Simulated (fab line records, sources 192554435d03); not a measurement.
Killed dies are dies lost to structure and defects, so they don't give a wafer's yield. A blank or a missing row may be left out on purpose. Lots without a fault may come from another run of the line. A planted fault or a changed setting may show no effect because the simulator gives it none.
fab line records | flow n5_finfet
record lots=7 wafers=20 last_day=16
route steps=1938 shown PASSIVATION@1918
lots that met no fault: from a run of the same line without faults
start_h: hours from the record's first day to the start of the lot's first wafer shown | wait_h: hours since the lot's step before | " the same as in the row above | L1.1+2: a row that stands for several wafers | - no value, or no start given | * or withheld: withheld | < > ~ a bound
route shown NAME@n: a module of which the file shows steps, and the number in the route of the first | usual: mean/standard deviation of fault-free wafers | same: alike in all rows | chamber/n: place in a boat | sites: the reading at each site | _std_site: their standard deviation | _edge_site: outer sites' mean less inner sites' | radius_mm: how far each site lies from the wafer's centre | mask NAME#n: copy n | behind: the tool/chamber that last shaped the wafer | hold: why the lot was held/for how many hours/how that ended | device: the transistor (n, p or np) that didn't switch | end of line: the same wafers' tests at the end of the route | a step without rows: its recipe alone | killed: dies lost to structure and defects at the first sort, not the wafer's yield | map: a wafer's dies, x killed, . not, _ none there
set.NAME: the setting as run; set.NAME@STEP: as run at that earlier step | model.NAME: the simulator's own value behind a step, which no gauge read
lots at some steps of the route; a table a step, a row a wafer
services: from which hour (start_h, from the record's first day; less than 0 if before it) a tool's chamber was out of use, for how many hours, and why
## steps
# step N5_PASSIVATION_COAT_38
# recipe spin_rpm=3000 resist_thk_nm=withheld
# step N5_PASSIVATION_EBR_40
# recipe solvent=PGMEA ebr_width_mm=1.5
# step N5_PASSIVATION_SOFTBAKE_39
# recipe temp_c=110 time_s=120
# step N5_PASSIVATION_EXPOSE_41
# recipe mask_id=PASS_OPEN na=0.55 defocus_nm=0 source_shape=conventional sigma_outer=0.8 polarization=unpolarized target_cd_nm=40000 dose_mj=57.25
# step N5_PASSIVATION_PEB_42
# recipe peb_temp_c=withheld peb_time_s=*
# step N5_PASSIVATION_DEVELOP_43
# recipe develop_time_s=60 rinse_liquid=diw dry=air_spin dev_temp_c=21
# step N5_PASSIVATION_HARDBAKE_45
# recipe temp_c=130 time_s=120
# step N5_PASSIVATION_CD_MEAS_44
# recipe target_cd_nm=40000 landing_energy_ev=500 detector=se_inlens
# usual cd_nm=40000/2.7
# columns lot.wafer tool chamber start_h wait_h cd_nm
L511.1 cd_sem-01 0 270.81 - 40001
L511.4 " 0 " " 39997
L511.6 " 0 " " 40003
L512.1 cd_sem-03 0 275.85 - 39998
L512.3 " 0 " " 39998
L512.5 " 0 " " 39999
L516.3 cd_sem-03 0 304.57 - 40000
L516.4 " 0 " " 39997
L516.6 " 0 " " 39994
L522.1 cd_sem-01 0 349.10 - 40000
L522.2 " 0 " " 40000
L522.3 " 0 " " 39997
L527.2 cd_sem-02 0 366.91 - 40001
L527.4 " 0 " " 39999
L527.5 " 0 " " 40002
L531.1 cd_sem-03 0 385.56 - 39996
L531.5 " 0 " " 39996
L532.3 cd_sem-03 0 388.16 - 39996
L532.4 " 0 " " 39996
L532.5 " 0 " " 39998
# step N5_PASSIVATION_OVL_MEAS_66
# recipe points_per_wafer=44
# usual PASS_OPEN_OVL=0/5.7
# columns lot.wafer tool chamber start_h wait_h PASS_OPEN_OVL[nm]
L511.1 overlay-02 0 270.84 0.0 4
L511.4 " 0 " " 11
L511.6 " 0 " " -4
L512.1 overlay-01 0 275.88 0.0 7
L512.3 " 0 " " 14
L512.5 " 0 " " 7
L516.3 overlay-01 0 304.60 0.0 -4
L516.4 " 0 " " -9
L516.6 " 0 " " -2
L522.1 overlay-02 0 349.13 0.0 0
L522.2 " 0 " " -7
L522.3 " 0 " " 3
L527.2 overlay-01 0 366.94 0.0 0
L527.4 " 0 " " -6
L527.5 " 0 " " 2
L531.1 overlay-01 0 385.60 0.0 -3
L531.5 " 0 " " 2
L532.3 overlay-01 0 388.19 0.0 -12
L532.4 " 0 " " -3
L532.5 " 0 " " -6
# step N5_PASSIVATION_INSPECT_67
# recipe mode=adi inspect_instrument=macro
# usual raw_defect_count=2.1/1.5
# columns lot.wafer tool chamber start_h wait_h raw_defect_count
L511.1 defect_inspect-02 - 270.86 0.0 3
L511.4 " - " " 4
L511.6 " - " " 4
L512.1 defect_inspect-01 - 275.90 0.0 8
L512.3 " - " " 4
L512.5 " - " " 0
L516.3 defect_inspect-02 - 304.62 0.0 2
L516.4 " - " " 2
L516.6 " - " " 1
L522.1 defect_inspect-01 - 349.15 0.0 1
L522.2 " - " " 3
L522.3 " - " " 1
L527.2 defect_inspect-01 - 366.96 0.0 2
L527.4 " - " " 3
L527.5 " - " " 2
L531.1 defect_inspect-01 - 385.62 0.0 3
L531.5 " - " " 1
L532.3 defect_inspect-01 - 388.21 0.0 5
L532.4 " - " " 3
L532.5 " - " " 1
# step N5_PASSIVATION_DESCUM_46
# recipe chemistry=O2 time_s=7.9 source_power_w=50 bias_power_w=20 pressure_mtorr=20 rf_frequency_hz=2.712e+07 temp_c=40 o2_flow_sccm=225
# usual drypump_motor_current_A=5.9/0.53 oes_product_au=0.82/0.087 rf_vpp_V=243.6/1.4 showerhead_plenum_p_Torr=2.12/0.062 throttle_valve_pct=20.4/0.33
# columns lot.wafer tool chamber start_h wait_h drypump_motor_current_A oes_product_au rf_hours_counter_h rf_vpp_V showerhead_plenum_p_Torr throttle_valve_pct
L511.1 rie_diel-05 2 270.90 0.0 6.6 0.74 186 242.0 2.08 20.5
L511.4 " 0 " " 5.6 0.79 118 241.3 2.01 20.3
L511.6 " 2 " " 6.6 0.74 - 243.7 2.08 20.5
L512.1 rie_diel-01 1 276.04 0.1 6.7 0.82 93 243.0 2.12 20.8
L512.3 " 0 " " 5.5 0.83 86 241.9 2.11 20.7
L512.5 " 2 " " 6.6 0.69 - 242.8 2.08 20.5
L516.3 rie_diel-04 1 305.00 0.4 5.7 0.74 181 242.0 2.07 20.7
L516.4 " 0 " " 6.6 0.94 20 245.1 2.23 19.9
L516.6 " 2 " " 5.7 0.85 - 243.1 2.13 20.0
L522.1 rie_diel-01 1 349.19 0.0 6.6 0.79 120 244.1 2.11 20.9
L522.2 " 3 " " 5.1 0.94 18 245.1 2.24 20.2
L522.3 " 0 " " 5.5 0.81 114 242.0 2.10 20.8
L527.2 rie_diel-01 0 366.99 0.0 5.5 0.80 121 242.4 2.10 20.8
L527.4 " 2 " " 6.6 0.96 5 242.7 2.07 20.2
L527.5 " 3 " " 5.1 0.91 - 245.7 2.23 20.2
L531.1 rie_diel-01 2 386.06 0.4 6.6 0.94 12 241.6 2.06 20.2
L531.5 " 0 " " 5.5 0.79 - 243.3 2.10 20.8
L532.3 rie_diel-01 2 388.24 0.0 6.6 0.94 12 242.1 2.06 20.2
L532.4 " 1 " " 6.6 0.78 133 242.9 2.11 20.9
L532.5 " 1 " " 6.6 0.78 - 243.1 2.11 20.9
# step N5_PASSIVATION_PASS_ETCH_47
# recipe chemistry=CF4/O2 target=SiNx target_depth_a=7700 time_s=385 ion_energy_ev=100 pressure_mtorr=40 source_w=535 bias_w=49 Ar_flow_sccm=100 cf4_flow_sccm=100 O2_flow_sccm=10
# usual drypump_motor_current_A=5.9/0.53 oes_f_703_au=0.81/0.08 oes_product_au=0.82/0.083 rf_vpp_V=241.1/2 showerhead_plenum_p_Torr=2.24/0.059 throttle_valve_pct=15.8/0.34
# columns lot.wafer tool chamber start_h wait_h drypump_motor_current_A oes_f_703_au oes_product_au rf_hours_counter_h rf_vpp_V showerhead_plenum_p_Torr throttle_valve_pct
L511.1 rie_diel-05 2 270.93 0.0 6.6 0.75 0.74 186 239.7 2.19 16.0
L511.4 " 0 " " 5.6 0.77 0.78 118 242.5 2.13 15.8
L511.6 " 2 " " 6.6 0.76 0.74 - 240.4 2.19 16.0
L512.1 rie_diel-01 1 276.08 0.0 6.6 0.82 0.83 93 243.3 2.23 16.2
L512.3 " 0 " " 5.5 0.84 0.83 86 240.8 2.23 16.2
L512.5 " 2 " " 6.6 0.69 0.69 - 240.5 2.19 16.0
L516.3 rie_diel-04 1 305.04 0.0 5.7 0.75 0.74 181 241.7 2.19 16.2
L516.4 " 0 " " 6.6 0.90 0.92 20 243.8 2.34 15.3
L516.6 " 2 " " 5.8 0.84 0.84 - 238.2 2.25 15.4
L522.1 rie_diel-01 1 349.22 0.0 6.6 0.80 0.81 120 242.3 2.22 16.2
L522.2 " 3 " " 5.1 0.94 0.94 18 240.6 2.34 15.6
L522.3 " 0 " " 5.5 0.80 0.81 114 240.8 2.22 16.3
L527.2 rie_diel-01 0 367.03 0.0 5.5 0.79 0.80 121 242.3 2.22 16.3
L527.4 " 2 " " 6.6 0.95 0.96 5 242.0 2.18 15.6
L527.5 " 3 " " 5.2 0.92 0.92 - 241.0 2.34 15.6
L531.1 rie_diel-01 2 386.09 0.0 6.6 0.93 0.94 12 240.7 2.17 15.5
L531.5 " 0 " " 5.5 0.80 0.80 - 240.8 2.22 16.3
L532.3 rie_diel-01 2 388.28 0.0 6.6 0.92 0.92 12 240.7 2.17 15.5
L532.4 " 1 " " 6.7 0.78 0.79 133 241.5 2.22 16.3
L532.5 " 1 " " 6.6 0.79 0.79 - 243.4 2.22 16.3
# step N5_PASSIVATION_ETCH_54
# recipe chemistry=CHF3/O2 target=SiO2 target_depth_a=8800 CHF3_flow_sccm=50 O2_flow_sccm=5 Ar_flow_sccm=200 time_s=440 mask_material=PR pressure_mtorr=30 source_w=650 bias_w=170 ion_energy_ev=200
# usual CHF3_flow_sccm=50.03/0.14 drypump_motor_current_A=5.9/0.54 oes_f_703_au=0.81/0.08 oes_product_au=0.82/0.083 rf_vpp_V=525/4.2 showerhead_plenum_p_Torr=2.45/0.067 throttle_valve_pct=18.8/0.34
# columns lot.wafer tool chamber start_h wait_h CHF3_flow_sccm drypump_motor_current_A oes_f_703_au oes_product_au rf_hours_counter_h rf_vpp_V showerhead_plenum_p_Torr throttle_valve_pct model.etch.depth_nm model.PASSIVATION.feature_depth_nm
L511.1 rie_diel-05 2 271.16 0.1 49.94 6.6 0.75 0.74 186 522 2.40 18.9 859.1 859
L511.4 " 0 " " 50.04 5.6 0.78 0.80 118 527 2.32 18.7 861.5 861.4
L511.6 " 2 " " 50.19 6.6 0.74 0.74 - 523 2.40 18.9 867.4 867.4
L512.1 rie_diel-01 1 276.31 0.1 50.12 6.7 0.83 0.82 93 527 2.44 19.2 871.2 871.2
L512.3 " 0 " " 49.92 5.4 0.84 0.84 86 523 2.44 19.1 877.5 877.4
L512.5 " 2 " " 49.81 6.6 0.69 0.69 - 526 2.38 18.9 862.2 862.2
L516.3 rie_diel-04 1 305.26 0.1 50.02 5.7 0.75 0.74 181 524 2.39 19.1 873.3 873.2
L516.4 " 0 " " 50.05 6.6 0.91 0.92 20 531 2.55 18.2 897.9 897.8
L516.6 " 2 " " 49.98 5.7 0.84 0.84 - 516 2.45 18.3 883.2 883.2
L522.1 rie_diel-01 1 349.45 0.1 50.01 6.6 0.80 0.80 120 526 2.43 19.2 882.1 882.2
L522.2 " 3 " " 50.15 5.1 0.94 0.93 18 526 2.57 18.5 890.5 890.6
L522.3 " 0 " " 50.32 5.5 0.81 0.81 115 524 2.43 19.2 888.4 888.4
L527.2 rie_diel-01 0 367.26 0.1 49.88 5.5 0.80 0.80 121 523 2.43 19.2 876.4 876.4
L527.4 " 2 " " 49.92 6.6 0.95 0.95 5 526 2.37 18.5 901.3 901.4
L527.5 " 3 " " 50.11 5.1 0.92 0.91 - 525 2.56 18.6 976.6 976.6
L531.1 rie_diel-01 2 386.32 0.1 49.89 6.6 0.93 0.93 12 527 2.37 18.5 971.9 972
L531.5 " 0 " " 50.03 5.5 0.79 0.80 - 523 2.42 19.2 953.8 953.8
L532.3 rie_diel-01 2 388.51 0.1 50.21 6.6 0.92 0.94 13 525 2.37 18.5 892.4 892.4
L532.4 " 1 " " 49.79 6.6 0.79 0.79 133 526 2.42 19.2 875.1 875.2
L532.5 " 1 " " 49.91 6.6 0.79 0.79 - 527 2.42 19.2 959 959
# step N5_PASSIVATION_STRIP_48
# recipe chemistry=O2 power_w=600 temp_c=60 pressure_mtorr=30 rf_frequency_hz=6e+07 bias_power_w=0 overash_fraction=0.5 o2_flow_sccm=225
# usual drypump_motor_current_A=5.9/0.53 oes_product_au=0.82/0.087 rf_vpp_V=4.1/2.3 showerhead_plenum_p_Torr=2.13/0.062 throttle_valve_pct=16.6/0.33
# columns lot.wafer tool chamber start_h wait_h drypump_motor_current_A oes_product_au rf_hours_counter_h rf_vpp_V showerhead_plenum_p_Torr throttle_valve_pct
L511.1 rie_diel-05 2 271.45 0.1 6.6 0.73 186 2.8 2.08 16.7
L511.4 " 0 " " 5.6 0.79 118 2.0 2.02 16.5
L511.6 " 2 " " 6.6 0.74 - 2.9 2.08 16.8
L512.1 rie_diel-01 1 276.59 0.1 6.5 0.80 93 3.9 2.13 17.1
L512.3 " 0 " " 5.5 0.82 86 8.4 2.12 17.0
L512.5 " 2 " " 6.6 0.67 - 2.7 2.08 16.8
L516.3 rie_diel-04 1 305.55 0.1 5.8 0.71 181 5.1 2.08 17.0
L516.4 " 0 " " 6.6 0.93 20 7.1 2.23 16.1
L516.6 " 2 " " 5.8 0.85 - 2.5 2.13 16.3
L522.1 rie_diel-01 1 349.74 0.1 6.7 0.79 120 5.0 2.12 17.0
L522.2 " 3 " " 5.1 0.95 18 2.5 2.24 16.4
L522.3 " 0 " " 5.5 0.81 115 5.0 2.10 17.0
L527.2 rie_diel-01 0 367.54 0.1 5.4 0.77 121 4.0 2.10 17.0
L527.4 " 2 " " 6.6 0.93 5 4.2 2.07 16.4
L527.5 " 3 " " 5.1 0.92 - 2.2 2.24 16.4
L531.1 rie_diel-01 2 386.61 0.1 6.5 0.93 12 2.8 2.07 16.4
L531.5 " 0 " " 5.5 0.80 - 6.9 2.10 16.9
L532.3 rie_diel-01 2 388.79 0.1 6.6 0.94 13 6.5 2.07 16.4
L532.4 " 1 " " 6.7 0.79 133 3.7 2.11 17.1
L532.5 " 1 " " 6.5 0.75 - 1.7 2.11 17.1
# step N5_PASSIVATION_PROBE_49
# usual defect_limited_yield=91.3/1.5 killed_at_M0_to_M3=35/10 killed_at_M4_up=13/5.3 killed_at_contacts=12/5.7 killed_at_front_end=39/11 killed_at_other=3.3/2.7 killed_dies=102/18 killed_open=67/13 killed_short=34/7.8 sort_bin_5_function=5.1/1 sort_bin_6_memory=3.3/0.68 sort_n_pass=1078/18 sort_yield_pct=91.3/1.5
# same gross_dies=1180 killed_at_back_side=0 sort_bin_4_leakage[%]=0 sort_bin_8_speed[%]=0
# columns lot.wafer tool chamber start_h wait_h defect_limited_yield[%] killed_at_M0_to_M3 killed_at_M4_up killed_at_contacts killed_at_front_end killed_at_other killed_dies killed_open killed_short sort_bin_5_function[%] sort_bin_6_memory[%] sort_n_pass sort_yield_pct[%]
L511.1 prober-01 - 273.95 0.0 87.8 50 17 14 56 7 144 91 46 7.5 4.5 1036 87.8
L511.4 prober-01 - 274.10 0.2 89.7 33 15 3 64 7 122 79 40 5.5 4.2 1058 89.7
L511.6 prober-01 - 274.20 0.3 90.4 23 13 10 60 7 113 75 37 5.0 4.2 1067 90.4
L512.1 prober-01 - 279.54 0.4 89.7 49 11 16 45 1 122 79 41 7.0 3.2 1058 89.7
L512.3 prober-01 - 279.64 0.5 86.9 71 9 24 46 4 154 106 48 7.9 4.7 1026 86.9
L512.5 prober-01 - 279.74 0.6 90.5 54 8 14 33 3 112 71 38 5.9 3.1 1068 90.5
L516.3 prober-02 - 308.16 0.1 92.7 45 3 8 24 6 86 53 30 4.0 3.1 1094 92.7
L516.4 prober-02 - 308.21 0.2 92.6 38 9 6 32 2 87 47 35 4.6 2.4 1093 92.6
L516.6 prober-02 - 308.31 0.3 92.3 41 14 4 28 4 91 54 37 4.8 2.6 1089 92.3
L522.1 prober-02 - 352.27 0.0 92.8 22 22 7 32 2 85 60 25 4.4 2.8 1095 92.8
L522.2 prober-02 - 352.32 0.1 92.8 25 11 6 31 12 85 56 28 3.6 3.2 1095 92.8
L522.3 prober-02 - 352.37 0.1 94.7 22 11 7 21 2 63 41 22 3.8 1.4 1117 94.7
L527.2 prober-02 - 370.09 0.1 92.6 24 13 6 40 4 87 60 25 4.7 2.4 1093 92.6
L527.4 prober-02 - 370.19 0.2 91.0 35 17 3 46 5 106 65 41 5.1 3.6 1074 91.0
L527.5 prober-02 - 370.24 0.2 90.6 29 7 7 65 3 111 67 44 5.1 4.2 1069 90.6
L531.1 prober-01 - 389.12 0.0 92.3 23 5 10 53 0 91 56 35 4.3 3.1 1089 92.3
L531.5 prober-01 - 389.32 0.2 91.1 22 24 13 44 2 105 72 32 4.5 4.0 1075 91.1
L532.3 prober-01 - 391.39 0.1 92.2 29 18 9 36 0 92 63 28 4.9 2.7 1088 92.2
L532.4 prober-01 - 391.44 0.2 91.7 37 15 12 34 0 98 76 22 4.7 3.4 1082 91.7
L532.5 prober-01 - 391.49 0.2 91.1 41 10 10 44 0 105 64 40 5.2 3.3 1075 91.1
# killed by level:class
L511.1 BEOL_M2:geometric_particle:open=20 FIN_SAQP:geometric_particle:open=18 FIN_SAQP:geometric_particle:short=10 BEOL_M0_SAQP:geometric_particle:open=10 BEOL_M4:geometric_particle:open=9 MOL_CONTACT_COAG:geometric_particle:open=8 BEOL_M0_SAQP:geometric_particle:short=7 DUMMY_GATE:geometric_particle:open=6
L511.4 FIN_SAQP:geometric_particle:open=24 FIN_SAQP:geometric_particle:short=14 BEOL_M2:geometric_particle:open=11 BEOL_M3:geometric_particle:open=7 STI_FIN_REVEAL:geometric_particle:open=5 BEOL_M0:geometric_particle:open=5 BEOL_M4:geometric_particle:open=5 GATE_CUT:geometric_particle:short=3
L511.6 FIN_SAQP:geometric_particle:open=24 FIN_SAQP:geometric_particle:short=13 STI_FIN_REVEAL:geometric_particle:open=8 MOL_CONTACT_COAG:geometric_particle:open=8 BEOL_M4:geometric_particle:open=8 BEOL_M0_SAQP:geometric_particle:short=6 BEOL_M2:geometric_particle:open=5 BEOL_M0_SAQP:geometric_particle:open=5
L512.1 MOL_CONTACT_COAG:geometric_particle:open=13 FIN_SAQP:geometric_particle:short=11 STI_FIN_REVEAL:geometric_particle:open=10 BEOL_M1:geometric_particle:open=10 BEOL_M0_SAQP:geometric_particle:open=10 BEOL_M0_SAQP:geometric_particle:short=9 BEOL_M4:geometric_particle:open=7 BEOL_M1:geometric_particle:short=7
L512.3 MOL_CONTACT_COAG:geometric_particle:open=20 BEOL_M0_SAQP:geometric_particle:open=17 BEOL_M1:geometric_particle:open=17 STI_FIN_REVEAL:geometric_particle:open=16 BEOL_M0_SAQP:geometric_particle:short=12 FIN_SAQP:geometric_particle:short=7 BEOL_M2:geometric_particle:open=6 BEOL_M3:geometric_particle:open=6
L512.5 BEOL_M0_SAQP:geometric_particle:short=16 BEOL_M0_SAQP:geometric_particle:open=14 BEOL_M1:geometric_particle:open=13 MOL_CONTACT_COAG:geometric_particle:open=12 FIN_SAQP:geometric_particle:open=5 STI_FIN_REVEAL:geometric_particle:open=5 DUMMY_GATE:geometric_particle:open=4 FIN_SAQP:geometric_particle:short=3
L516.3 BEOL_M0_SAQP:geometric_particle:short=10 BEOL_M0_SAQP:geometric_particle:open=10 BEOL_M1:geometric_particle:open=8 FIN_SAQP:geometric_particle:open=7 BEOL_M2:geometric_particle:open=7 MOL_CONTACT_COAG:geometric_particle:open=6 BEOL_M3:geometric_particle:open=5 GATE_CUT:geometric_particle:short=4
L516.4 GATE_CUT:geometric_particle:short=8 BEOL_M0_SAQP:geometric_particle:open=8 BEOL_M2:geometric_particle:open=8 BEOL_M0_SAQP:geometric_particle:short=6 BEOL_M3:geometric_particle:open=5 FIN_SAQP:geometric_particle:open=4 GATE_CUT:geometric_particle:open=4 MOL_CONTACT_COAG:geometric_particle:open=4
L516.6 BEOL_M2:geometric_particle:open=14 BEOL_M4:geometric_particle:open=8 BEOL_M0_SAQP:geometric_particle:short=8 FIN_SAQP:geometric_particle:short=6 GATE_CUT:geometric_particle:short=6 BEOL_M0_SAQP:geometric_particle:open=5 BEOL_M3:geometric_particle:short=5 STI_FIN_REVEAL:geometric_particle:open=4
L522.1 BEOL_M4:geometric_particle:open=15 FIN_SAQP:geometric_particle:open=6 MOL_CONTACT_COAG:geometric_particle:open=6 BEOL_M0_SAQP:geometric_particle:short=6 BEOL_M2:geometric_particle:open=6 STI_FIN_REVEAL:geometric_particle:open=4 SDB:geometric_particle:short=4 BEOL_M0_SAQP:geometric_particle:open=4
L522.2 STI_FIN_REVEAL:geometric_particle:open=9 FIN_SAQP:geometric_particle:short=7 FIN_SAQP:geometric_particle:open=7 BEOL_M0_SAQP:geometric_particle:short=7 BEOL_M2:geometric_particle:open=7 MOL_CONTACT_COAG:geometric_particle:open=4 BEOL_M4:geometric_particle:open=4 BEOL_M0_SAQP:geometric_particle:open=3
L522.3 BEOL_M0_SAQP:geometric_particle:open=11 MOL_CONTACT_COAG:geometric_particle:open=6 STI_FIN_REVEAL:geometric_particle:open=5 BEOL_M0_SAQP:geometric_particle:short=5 BEOL_M4:geometric_particle:open=5 BEOL_M2:geometric_particle:open=3 BEOL_M4:geometric_particle:short=3 STARTING-WAFER:geometric_particle:short=3
L527.2 STI_FIN_REVEAL:geometric_particle:open=10 GATE_CUT:geometric_particle:open=9 BEOL_M1:geometric_particle:open=9 BEOL_M0_SAQP:geometric_particle:short=5 FIN_SAQP:geometric_particle:open=4 MOL_CONTACT_COAG:geometric_particle:open=4 BEOL_M1:geometric_particle:short=4 BEOL_M4:geometric_particle:open=4
L527.4 FIN_SAQP:geometric_particle:short=10 FIN_SAQP:geometric_particle:open=10 STI_FIN_REVEAL:geometric_particle:open=10 BEOL_M0_SAQP:geometric_particle:short=9 BEOL_M0_SAQP:geometric_particle:open=7 BEOL_M1:geometric_particle:open=7 BEOL_M4:geometric_particle:open=6 BEOL_M2:geometric_particle:open=5
L527.5 FIN_SAQP:geometric_particle:open=15 STI_FIN_REVEAL:geometric_particle:open=11 FIN_SAQP:geometric_particle:short=8 BEOL_M0_SAQP:geometric_particle:short=8 MOL_CONTACT_COAG:geometric_particle:open=7 STI_FIN_REVEAL:geometric_particle:short=7 BEOL_M1:geometric_particle:open=6 GATE_CUT:geometric_particle:short=5
L531.1 FIN_SAQP:geometric_particle:open=13 STI_FIN_REVEAL:geometric_particle:open=13 MOL_CONTACT_COAG:geometric_particle:open=7 FIN_SAQP:geometric_particle:short=6 GATE_CUT:geometric_particle:short=6 BEOL_M0_SAQP:geometric_particle:short=6 BEOL_M0_SAQP:geometric_particle:open=5 BEOL_M1:geometric_particle:open=5
L531.5 FIN_SAQP:geometric_particle:open=13 MOL_CONTACT_COAG:geometric_particle:open=9 STI_FIN_REVEAL:geometric_particle:open=7 BEOL_M4:geometric_particle:open=7 BEOL_M0_SAQP:geometric_particle:open=6 DUMMY_GATE:geometric_particle:open=5 BEOL_M1:geometric_particle:open=5 BEOL_M5:geometric_particle:open=5
L532.3 BEOL_M3:geometric_particle:open=12 STI_FIN_REVEAL:geometric_particle:open=8 FIN_SAQP:geometric_particle:short=6 MOL_CONTACT_COAG:geometric_particle:open=6 FIN_SAQP:geometric_particle:open=5 BEOL_M4:geometric_particle:open=5 BEOL_M5:geometric_particle:open=5 DUMMY_GATE:geometric_particle:open=4
L532.4 BEOL_M3:geometric_particle:open=14 BEOL_M1:geometric_particle:open=10 MOL_CONTACT_COAG:geometric_particle:open=10 DUMMY_GATE:geometric_particle:open=7 BEOL_M5:geometric_particle:open=6 STI_FIN_REVEAL:geometric_particle:open=5 BEOL_M0_SAQP:geometric_particle:open=4 BEOL_M3:geometric_particle:short=4
L532.5 FIN_SAQP:geometric_particle:short=13 BEOL_M3:geometric_particle:open=13 FIN_SAQP:geometric_particle:open=7 MOL_CONTACT_COAG:geometric_particle:open=7 BEOL_M0_SAQP:geometric_particle:open=6 BEOL_M1:geometric_particle:open=5 STI_FIN_REVEAL:geometric_particle:open=4 DUMMY_GATE:geometric_particle:open=4
## services
# columns tool chamber start_h hours kind
rie_diel-04 1 265.61 2.8 repair
rie_diel-04 1 270.86 4.3 repair
rie_diel-01 3 279.36 - clean
rie_diel-01 3 279.36 - consumable_replace:focus_ring
rie_diel-01 3 279.36 - consumable_replace:showerhead
rie_diel-04 3 283.85 4.2 repair
rie_diel-01 1 284.52 2.1 repair
rie_diel-04 2 298.45 3.9 repair
rie_diel-01 3 303.05 3.8 repair
rie_diel-04 3 318.61 - clean
rie_diel-04 3 318.61 - consumable_replace:focus_ring
rie_diel-04 3 318.61 17.8 scheduled_down
rie_diel-04 3 318.61 17.8 vent_cycle
rie_diel-01 2 331.60 - clean
rie_diel-01 2 331.60 - consumable_replace:focus_ring
rie_diel-01 2 331.60 20.0 scheduled_down
rie_diel-01 2 331.60 20.0 vent_cycle
## key
first_sign none at tools or gauges
model_effect step=N5_PASSIVATION_ETCH_54 value=etch.depth_nm without=879.9 struck=965.3
met_at N5_PASSIVATION_ETCH_54
struck_wafers L527.5,L531.1,L531.5,L532.5
onset_between 349.45 367.26
fault kind=process_parameter_drift tool=rie_diel-01 chamber=- onset_h=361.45 steps=N5_PASSIVATION_ETCH_54 channel=time_s offset=* shape=step end_h=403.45 scope=struck_wafers_only acts_in=* stated=*
